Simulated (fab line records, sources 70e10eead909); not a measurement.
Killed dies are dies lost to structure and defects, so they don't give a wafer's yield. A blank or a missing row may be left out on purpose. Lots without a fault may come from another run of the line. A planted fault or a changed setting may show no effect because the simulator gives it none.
Which tool did it? | flow nand_harc | 24 lots, 72 wafers sampled, at 6 steps of a route of 1159

WHAT THE GAUGES READ, wafer by wafer
The record holds no reading of a measuring or inspecting step that can be judged against a usual standard deviation.

WHICH TOOL RAN EACH LOT (tool, then ch and the chambers of the sampled wafers, then the start)
lot  | NHARC_P_ZERO_WELL_ETCH_63       | NHARC_P_GATE_ETCH_104             | NHARC_P_GATE_STRIP_112               | NHARC_P_CONTACT_CMP_24        | NHARC_P_M0_ETCH_15                            | NHARC_P_M0_CMP_23
L074 | rie_si-03 ch 0,1,3, day 1 13:40 | rie_diel-02 ch 0,2,3, day 5 01:27 | plasma_asher-01 ch 0,1, day 5 16:03  | cmp-04 ch 0,1,3, day 6 06:12  | rie_diel-06 ch 1,2,3, day 6 09:43 or earlier  | cmp-01 ch 0,1,2, day 6 09:43
L075 | rie_si-05 ch 0,2,3, day 1 19:34 | rie_diel-12 ch 0,1,3, day 5 00:25 | plasma_asher-01 ch 1, day 5 15:14    | cmp-02 ch 0,2, day 6 05:40    | rie_diel-13 ch 2,3, day 6 09:10 or earlier    | cmp-03 ch 2,3, day 6 09:10
L076 | rie_si-05 ch 0,3, day 2 01:40   | rie_diel-12 ch 1,2,3, day 4 23:17 | plasma_asher-01 ch 0,1, day 5 14:20  | cmp-04 ch 0,2,3, day 6 05:02  | rie_diel-06 ch 2,3, day 6 08:34 or earlier    | cmp-01 ch 0,1,3, day 6 08:34
L077 | rie_si-05 ch 0,2,3, day 2 07:40 | rie_diel-12 ch 0,1,3, day 5 12:26 | plasma_asher-02 ch 0,1, day 6 02:23  | cmp-03 ch 0,1,3, day 6 15:26  | rie_diel-13 ch 0,2,3, day 6 18:55 or earlier  | cmp-03 ch 1,2,3, day 6 18:55
L078 | rie_si-03 ch 0,1,2, day 2 13:33 | rie_diel-03 ch 0,1, day 5 12:40   | plasma_asher-02 ch 0,1, day 6 02:50  | cmp-02 ch 1,2, day 6 15:59    | rie_diel-13 ch 0,3, day 6 19:29 or earlier    | cmp-01 ch 1,2, day 6 19:29
L079 | rie_si-02 ch 0,2,3, day 2 19:43 | rie_diel-03 ch 0,1,3, day 5 19:55 | plasma_asher-01 ch 0,1, day 6 10:07  | cmp-02 ch 0,1,2, day 6 22:39  | rie_diel-13 ch 2,3, day 7 02:49 or earlier    | cmp-01 ch 1,2,3, day 7 02:49
L080 | rie_si-02 ch 0,2,3, day 3 01:41 | rie_diel-12 ch 1,2,3, day 6 07:22 | plasma_asher-01 ch 0,1, day 6 21:23  | cmp-04 ch 1,2, day 7 06:14    | rie_diel-06 ch 1,2,3, day 7 09:48 or earlier  | cmp-02 ch 0,2,3, day 7 09:48
L081 | rie_si-03 ch 0,1,3, day 3 07:39 | rie_diel-03 ch 0,1,2, day 6 12:07 | plasma_asher-02 ch 0,1, day 7 02:10  | cmp-03 ch 1,2,3, day 7 16:35  | rie_diel-01 ch 0,1,2, day 7 20:05 or earlier  | cmp-01 ch 0,1,2, day 7 20:05
L082 | rie_si-02 ch 0,2, day 3 14:16   | rie_diel-03 ch 0,2,3, day 6 22:38 | plasma_asher-02 ch 0,1, day 7 13:05  | cmp-03 ch 0,2,3, day 8 02:50  | rie_diel-06 ch 0,2,3, day 8 06:26 or earlier  | cmp-02 ch 0,2,3, day 8 06:26
L083 | rie_si-02 ch 0,1,2, day 3 19:39 | rie_diel-12 ch 0,1,2, day 6 22:19 | plasma_asher-01 ch 1, day 7 12:50    | cmp-02 ch 0,2,3, day 8 02:17  | rie_diel-01 ch 0,2,3, day 8 05:50 or earlier  | cmp-02 ch 0,1,3, day 8 05:50
L084 | rie_si-05 ch 1,2,3, day 4 01:34 | rie_diel-12 ch 0,1,3, day 7 10:58 | plasma_asher-02 ch 0,1, day 8 01:15  | cmp-03 ch 0,1,2, day 8 10:44  | rie_diel-06 ch 0,1,3, day 8 14:59 or earlier  | cmp-02 ch 0,1,2, day 8 14:59
L085 | rie_si-05 ch 0,1, day 4 07:47   | rie_diel-03 ch 1,2, day 7 22:58   | plasma_asher-01 ch 0,1, day 8 16:38  | cmp-02 ch 1,2,3, day 9 01:42  | rie_diel-13 ch 0,1,2, day 9 05:15 or earlier  | cmp-02 ch 0,1, day 9 05:15
L086 | rie_si-05 ch 1,2,3, day 4 13:32 | rie_diel-12 ch 1,2,3, day 7 22:58 | plasma_asher-01 ch 0,1, day 8 13:17  | cmp-03 ch 0,1,3, day 8 22:56  | rie_diel-06 ch 1,2,3, day 9 02:26 or earlier  | cmp-02 ch 1,2,3, day 9 02:26
L087 | rie_si-02 ch 1,3, day 4 19:32   | rie_diel-12 ch 0,1,3, day 7 23:09 | plasma_asher-01 ch 0,1, day 8 13:40  | cmp-04 ch 1,2, day 8 23:07    | rie_diel-13 ch 1,3, day 9 02:43 or earlier    | cmp-03 ch 0,1, day 9 02:43
L088 | rie_si-05 ch 0,2,3, day 5 01:47 | rie_diel-12 ch 0,1,2, day 8 18:01 | plasma_asher-01 ch 0,1, day 9 15:26  | cmp-03 ch 0,2,3, day 10 00:54 | rie_diel-06 ch 0,2,3, day 10 04:43 or earlier | cmp-01 ch 0,1,3, day 10 04:43
L089 | rie_si-05 ch 0,2, day 5 07:33   | rie_diel-03 ch 1,2,3, day 8 18:23 | plasma_asher-01 ch 0,1, day 9 08:56  | cmp-04 ch 0,1,2, day 9 20:17  | rie_diel-06 ch 0,3, day 9 23:47 or earlier    | cmp-02 ch 0,2,3, day 9 23:47
L090 | rie_si-05 ch 0,1, day 5 13:40   | rie_diel-02 ch 2,3, day 8 18:44   | plasma_asher-01 ch 0,1, day 9 11:50  | cmp-03 ch 2,3, day 9 23:38    | rie_diel-06 ch 0,1,2, day 10 03:14 or earlier | cmp-01 ch 0,1,3, day 10 03:14
L091 | rie_si-05 ch 0,1,2, day 5 19:41 | rie_diel-12 ch 1,2,3, day 8 19:16 | plasma_asher-01 ch 0, day 9 16:48    | cmp-04 ch 0,3, day 10 01:43   | rie_diel-13 ch 1,2,3, day 10 05:14 or earlier | cmp-03 ch 0,1,2, day 10 05:14
L092 | rie_si-05 ch 2,3, day 6 01:32   | rie_diel-03 ch 0,2,3, day 9 07:23 | plasma_asher-02 ch 0,1, day 9 21:34  | cmp-02 ch 1,2, day 10 10:17   | rie_diel-06 ch 0,2,3, day 10 14:15 or earlier | cmp-01 ch 0,2, day 10 14:15
L093 | rie_si-02 ch 0,2, day 6 07:35   | rie_diel-12 ch 0,2,3, day 9 06:43 | plasma_asher-01 ch 0,1, day 9 23:09  | cmp-04 ch 1,2,3, day 10 10:53 | rie_diel-01 ch 0,1,2, day 10 14:23 or earlier | cmp-03 ch 0,2,3, day 10 14:23
L094 | rie_si-02 ch 1,2,3, day 6 13:32 | rie_diel-02 ch 0,1,3, day 9 15:11 | plasma_asher-01 ch 0,1, day 10 05:23 | cmp-03 ch 1,2,3, day 10 14:05 | rie_diel-13 ch 1,2,3, day 10 17:43 or earlier | cmp-02 ch 0,1,2, day 10 17:43
L095 | rie_si-02 ch 0,2, day 6 19:39   | rie_diel-02 ch 0,2, day 9 22:57   | plasma_asher-01 ch 0,1, day 10 12:56 | cmp-04 ch 0,1,3, day 10 21:34 | rie_diel-06 ch 0,1,2, day 11 01:05 or earlier | cmp-03 ch 0,3, day 11 01:05
L096 | rie_si-02 ch 0,1, day 7 01:43   | rie_diel-12 ch 2,3, day 10 05:25  | plasma_asher-01 ch 0,1, day 10 19:28 | cmp-04 ch 0,2,3, day 11 04:04 | rie_diel-13 ch 0,1,3, day 11 07:37 or earlier | cmp-01 ch 1,2,3, day 11 07:37
L097 | rie_si-05 ch 0,1, day 7 07:43   | rie_diel-12 ch 0,2, day 10 05:24  | plasma_asher-02 ch 0,1, day 10 21:31 | cmp-04 ch 0,2,3, day 11 06:14 | rie_diel-01 ch 1,2,3, day 11 09:43 or earlier | cmp-02 ch 0,2,3, day 11 09:43
- NHARC_P_ZERO_WELL_ETCH_63: etches the open film in HBr/Cl2, target depth 120 nm, time 40.1 s.
- NHARC_P_GATE_ETCH_104: etches the open film in CF4/CHF3, target depth 60 nm.
- NHARC_P_GATE_STRIP_112: strips in N2/H2, time 200 s.
- NHARC_P_CONTACT_CMP_24: polishes, t overpolish 30 s, target thk 200 nm.
- NHARC_P_M0_ETCH_15: etches the open film in C4F8/Ar, target depth 150 nm, overetch 15 nm, time 82.5 s.
- NHARC_P_M0_CMP_23: polishes, t overpolish 20 s, target thk 117.53 nm.

WHAT THE TOOLS THEMSELVES READ (means of the sampled wafers that have a number; where no wafer has one, the mark that the record gives instead)
NHARC_P_ZERO_WELL_ETCH_63. Usual: drypump_motor_current_A 5.6 A, standard deviation 0.39; he_backside_leak_sccm 2.75 sccm, standard deviation 0.28; oes_product_au 0.998 a.u., standard deviation 0.013; throttle_valve_pct 26.407 %, standard deviation 0.0088.
lot  | tool      | drypump_motor_current_A (A) | he_backside_leak_sccm (sccm) | oes_product_au (a.u.) | throttle_valve_pct (%) | flag
L074 | rie_si-03 | 6.0                         | 2.67                         | 1.025                 | 26.405                 |
L075 | rie_si-05 | 5.9                         | 2.95                         | 0.987                 | 26.407                 |
L076 | rie_si-05 | 5.9                         | 2.92                         | 0.987                 | 26.409                 |
L077 | rie_si-05 | 5.9                         | 2.92                         | 0.988                 | 26.408                 |
L078 | rie_si-03 | 5.7                         | 2.68                         | 1.009                 | 26.411                 |
L079 | rie_si-02 | 5.3                         | 2.76                         | 0.992                 | 26.404                 |
L080 | rie_si-02 | 5.3                         | 2.80                         | 0.997                 | 26.412                 |
L081 | rie_si-03 | 6.0                         | 2.61                         | 1.014                 | 26.411                 |
L082 | rie_si-02 | 5.2                         | 2.85                         | 0.999                 | 26.407                 |
L083 | rie_si-02 | 5.3                         | 2.68                         | 0.987                 | 26.397                 |
L084 | rie_si-05 | 5.7                         | 2.75                         | 0.990                 | 26.414                 |
L085 | rie_si-05 | 5.5                         | 2.75                         | 1.012                 | 26.414                 |
L086 | rie_si-05 | 5.7                         | 2.66                         | 1.005                 | 26.393                 |
L087 | rie_si-02 | 5.5                         | 2.66                         | 0.977                 | 26.397                 |
L088 | rie_si-05 | 5.9                         | 2.82                         | 1.005                 | 26.412                 |
L089 | rie_si-05 | 5.8                         | 2.82                         | 0.997                 | 26.405                 |
L090 | rie_si-05 | 5.5                         | 2.77                         | 1.007                 | 26.401                 |
L091 | rie_si-05 | 5.5                         | 3.14                         | 1.008                 | 26.414                 |
L092 | rie_si-05 | 5.9                         | 2.60                         | 0.997                 | 26.402                 |
L093 | rie_si-02 | 5.2                         | 2.81                         | 1.002                 | 26.409                 |
L094 | rie_si-02 | 5.4                         | 2.64                         | 0.998                 | 26.405                 |
L095 | rie_si-02 | 5.2                         | 2.85                         | 1.003                 | 26.413                 |
L096 | rie_si-02 | 5.2                         | 2.58                         | 1.018                 | 26.412                 |
L097 | rie_si-05 | 5.5                         | 2.81                         | 0.998                 | 26.404                 |

NHARC_P_GATE_ETCH_104. Usual: drypump_motor_current_A 5.8 A, standard deviation 0.38; oes_product_au 0.945 a.u., standard deviation 0.021; rf_vpp_V 370.6 V, standard deviation 2.7; showerhead_plenum_p_Torr 1.57 Torr, standard deviation 0.077; throttle_valve_pct 16.800 %, standard deviation 0.0088.
lot  | tool        | drypump_motor_current_A (A) | oes_product_au (a.u.) | rf_vpp_V (V) | showerhead_plenum_p_Torr (Torr) | throttle_valve_pct (%) | flag
L074 | rie_diel-02 | 6.2                         | 0.945                 | 371.9        | 1.60                            | 16.796                 |
L075 | rie_diel-12 | 5.8                         | 0.933                 | 369.1        | 1.55                            | 16.801                 |
L076 | rie_diel-12 | 5.8                         | 0.948                 | 372.6        | 1.62                            | 16.803                 |
L077 | rie_diel-12 | 5.8                         | 0.936                 | 369.2        | 1.54                            | 16.792                 |
L078 | rie_diel-03 | 5.6                         | 0.936                 | 370.3        | 1.58                            | 16.802                 |
L079 | rie_diel-03 | 5.4                         | 0.977                 | 370.1        | 1.55                            | 16.795                 |
L080 | rie_diel-12 | 5.8                         | 0.969                 | 371.5        | 1.61                            | 16.804                 |
L081 | rie_diel-03 | 5.6                         | 0.967                 | 370.7        | 1.59                            | 16.797                 |
L082 | rie_diel-03 | 5.6                         | 0.966                 | 371.6        | 1.59                            | 16.811                 |
L083 | rie_diel-12 | 5.8                         | 0.974                 | 370.4        | 1.56                            | 16.802                 |
L084 | rie_diel-12 | 5.8                         | 0.939                 | 369.9        | 1.54                            | 16.792                 |
L085 | rie_diel-03 | 5.4                         | 0.944                 | 370.5        | 1.56                            | 16.808                 |
L086 | rie_diel-12 | 5.8                         | 0.932                 | 371.9        | 1.61                            | 16.796                 |
L087 | rie_diel-12 | 5.8                         | 0.931                 | 369.8        | 1.54                            | 16.811                 |
L088 | rie_diel-12 | 5.8                         | 0.914                 | 369.6        | 1.56                            | 16.805                 |
L089 | rie_diel-03 | 5.4                         | 0.945                 | 370.6        | 1.56                            | 16.806                 |
L090 | rie_diel-02 | 6.5                         | 0.918                 | 368.2        | 1.53                            | 16.807                 |
L091 | rie_diel-12 | 5.8                         | 0.940                 | 370.5        | 1.61                            | 16.801                 |
L092 | rie_diel-03 | 5.6                         | 0.943                 | 371.7        | 1.58                            | 16.811                 |
L093 | rie_diel-12 | 6.0                         | 0.929                 | 371.0        | 1.59                            | 16.794                 |
L094 | rie_diel-02 | 5.8                         | 0.937                 | 371.4        | 1.59                            | 16.804                 |
L095 | rie_diel-02 | 6.1                         | 0.962                 | 368.3        | 1.52                            | 16.799                 |
L096 | rie_diel-12 | 6.0                         | 0.946                 | 372.3        | 1.66                            | 16.796                 |
L097 | rie_diel-12 | 6.0                         | 0.948                 | 372.2        | 1.61                            | 16.801                 |

NHARC_P_GATE_STRIP_112. Usual: drypump_motor_current_A 5.7 A, standard deviation 0.56; heater_power_w 91 W, standard deviation 6.2; rf_refl_power_W 22 W, standard deviation 4.5.
lot  | tool            | drypump_motor_current_A (A) | heater_power_w (W) | rf_refl_power_W (W) | flag
L074 | plasma_asher-01 | 5.9                         | 89                 | 22                  |
L075 | plasma_asher-01 | 6.2                         | 95                 | 20                  |
L076 | plasma_asher-01 | 5.8                         | 90                 | 22                  |
L077 | plasma_asher-02 | 5.5                         | 95                 | 20                  |
L078 | plasma_asher-02 | 5.6                         | 94                 | 20                  |
L079 | plasma_asher-01 | 5.9                         | 89                 | 22                  |
L080 | plasma_asher-01 | 5.5                         | 88                 | 25                  |
L081 | plasma_asher-02 | 6.0                         | 99                 | 17                  |
L082 | plasma_asher-02 | 5.5                         | 95                 | 20                  |
L083 | plasma_asher-01 | 6.2                         | 95                 | 20                  |
L084 | plasma_asher-02 | 5.5                         | 96                 | 20                  |
L085 | plasma_asher-01 | 5.8                         | 89                 | 22                  |
L086 | plasma_asher-01 | 5.8                         | 92                 | 22                  |
L087 | plasma_asher-01 | 5.8                         | 90                 | 22                  |
L088 | plasma_asher-01 | 5.5                         | 88                 | 25                  |
L089 | plasma_asher-01 | 5.5                         | 86                 | 25                  |
L090 | plasma_asher-01 | 5.5                         | 87                 | 25                  |
L091 | plasma_asher-01 | 5.2                         | 82                 | 27                  |
L092 | plasma_asher-02 | 5.6                         | 95                 | 20                  |
L093 | plasma_asher-01 | 5.8                         | 91                 | 22                  |
L094 | plasma_asher-01 | 5.5                         | 86                 | 25                  |
L095 | plasma_asher-01 | 5.5                         | 86                 | 25                  |
L096 | plasma_asher-01 | 5.9                         | 90                 | 22                  |
L097 | plasma_asher-02 | 6.0                         | 95                 | 17                  |

NHARC_P_CONTACT_CMP_24. Usual: motor_current_A 12.1 A, standard deviation 1.1; overpolish_run_s 30.000 s, standard deviation 0.01; time_to_endpoint_s 41.0 s, standard deviation 2.8.
lot  | tool   | motor_current_A (A) | overpolish_run_s (s) | time_to_endpoint_s (s) | flag
L074 | cmp-04 | 12.7                | 29.997               | 40.6                   |
L075 | cmp-02 | 11.1                | 29.996               | 40.3                   |
L076 | cmp-04 | 11.6                | 30.013               | 44.3                   |
L077 | cmp-03 | 12.5                | 30.002               | 39.0                   |
L078 | cmp-02 | 12.2                | 30.008               | 41.8                   |
L079 | cmp-02 | 11.8                | 29.989               | 39.9                   |
L080 | cmp-04 | 11.2                | 29.996               | 43.2                   |
L081 | cmp-03 | 12.4                | 30.011               | 41.6                   |
L082 | cmp-03 | 12.3                | 29.997               | 40.9                   |
L083 | cmp-02 | 12.0                | 29.999               | 40.6                   |
L084 | cmp-03 | 11.9                | 29.988               | 38.3                   |
L085 | cmp-02 | 11.8                | 29.996               | 40.2                   |
L086 | cmp-03 | 12.3                | 29.992               | 38.0                   |
L087 | cmp-04 | 11.9                | 30.002               | 40.2                   |
L088 | cmp-03 | 12.5                | 29.995               | 42.4                   |
L089 | cmp-04 | 12.1                | 30.002               | 43.8                   |
L090 | cmp-03 | 12.6                | 29.994               | 37.4                   |
L091 | cmp-04 | 12.4                | 30.008               | 43.7                   |
L092 | cmp-02 | 12.7                | 29.999               | 41.3                   |
L093 | cmp-04 | 12.3                | 30.004               | 42.8                   |
L094 | cmp-03 | 12.7                | 29.998               | 41.8                   |
L095 | cmp-04 | 12.8                | 29.997               | 42.2                   |
L096 | cmp-04 | 12.0                | 30.007               | 44.5                   |
L097 | cmp-04 | 11.8                | 30.013               | 42.0                   |

NHARC_P_M0_ETCH_15. Usual: oes_product_au 0.956 a.u., standard deviation 0.021; rf_vpp_V 441.4 V, standard deviation 2.3.
lot  | tool        | oes_product_au (a.u.) | rf_vpp_V (V) | flag
L074 | rie_diel-06 | 0.976                 | 440.4        |
L075 | rie_diel-13 | 0.963                 | 442.2        |
L076 | rie_diel-06 | 0.962                 | 439.9        |
L077 | rie_diel-13 | 0.962                 | 441.3        |
L078 | rie_diel-13 | 0.962                 | 441.5        |
L079 | rie_diel-13 | 0.964                 | 442.1        |
L080 | rie_diel-06 | 0.955                 | 440.4        |
L081 | rie_diel-01 | 0.968                 | 439.1        |
L082 | rie_diel-06 | 0.939                 | 442.4        |
L083 | rie_diel-01 | 0.932                 | 440.1        |
L084 | rie_diel-06 | 0.976                 | 441.7        |
L085 | rie_diel-13 | 0.957                 | 441.1        |
L086 | rie_diel-06 | 0.972                 | 440.7        |
L087 | rie_diel-13 | 0.981                 | 442.8        |
L088 | rie_diel-06 | 0.962                 | 442.3        |
L089 | rie_diel-06 | 0.980                 | 443.4        |
L090 | rie_diel-06 | 0.963                 | 442.0        |
L091 | rie_diel-13 | 0.932                 | 442.1        |
L092 | rie_diel-06 | 0.969                 | 442.3        |
L093 | rie_diel-01 | 0.978                 | 440.0        |
L094 | rie_diel-13 | 0.930                 | 442.1        |
L095 | rie_diel-06 | 0.963                 | 441.1        |
L096 | rie_diel-13 | 0.918                 | 441.8        |
L097 | rie_diel-01 | 0.918                 | 441.8        |

NHARC_P_M0_CMP_23. Usual: motor_current_A 12.1 A, standard deviation 0.85; time_to_endpoint_s 27.9 s, standard deviation 2.8.
lot  | tool   | motor_current_A (A) | time_to_endpoint_s (s) | flag
L074 | cmp-01 | 11.6                | 24.0                   |
L075 | cmp-03 | 12.8                | 27.0                   |
L076 | cmp-01 | 11.8                | 28.3                   |
L077 | cmp-03 | 12.7                | 27.5                   |
L078 | cmp-01 | 11.8                | 29.5                   |
L079 | cmp-01 | 12.1                | 27.7                   |
L080 | cmp-02 | 11.7                | 30.5                   |
L081 | cmp-01 | 11.9                | 27.5                   |
L082 | cmp-02 | 11.6                | 29.5                   |
L083 | cmp-02 | 12.4                | 29.6                   |
L084 | cmp-02 | 11.9                | 28.9                   |
L085 | cmp-02 | 12.7                | 28.8                   |
L086 | cmp-02 | 11.6                | 29.4                   |
L087 | cmp-03 | 12.9                | 27.9                   |
L088 | cmp-01 | 12.1                | 26.8                   |
L089 | cmp-02 | 11.7                | 27.4                   |
L090 | cmp-01 | 11.8                | 27.0                   |
L091 | cmp-03 | 12.0                | 29.5                   |
L092 | cmp-01 | 12.5                | 23.6                   |
L093 | cmp-03 | 12.0                | 25.9                   |
L094 | cmp-02 | 11.8                | 29.7                   |
L095 | cmp-03 | 12.8                | 25.3                   |
L096 | cmp-01 | 11.8                | 23.6                   |
L097 | cmp-02 | 11.5                | 28.9                   |

THE ANSWER, worked out from the rows above alone
Rule: a lot is off if the mean of its wafers that have a number lies more than 3 standard deviations from the usual mean. A lot without any number at a reading at which 4 lots or more have one is off too. The other lots that the step has rows for count as sound. The gauges are gone through in route order, then the tools' own readings, and for those a lot's mean is taken as printed above. The first step at which some lot is off is used, and at that step the reading that is off furthest; a lot without a number counts as furthest.
No lot is off at any reading shown: from this, nothing can be told.

WHAT THE SIMULATOR HAD PUT IN
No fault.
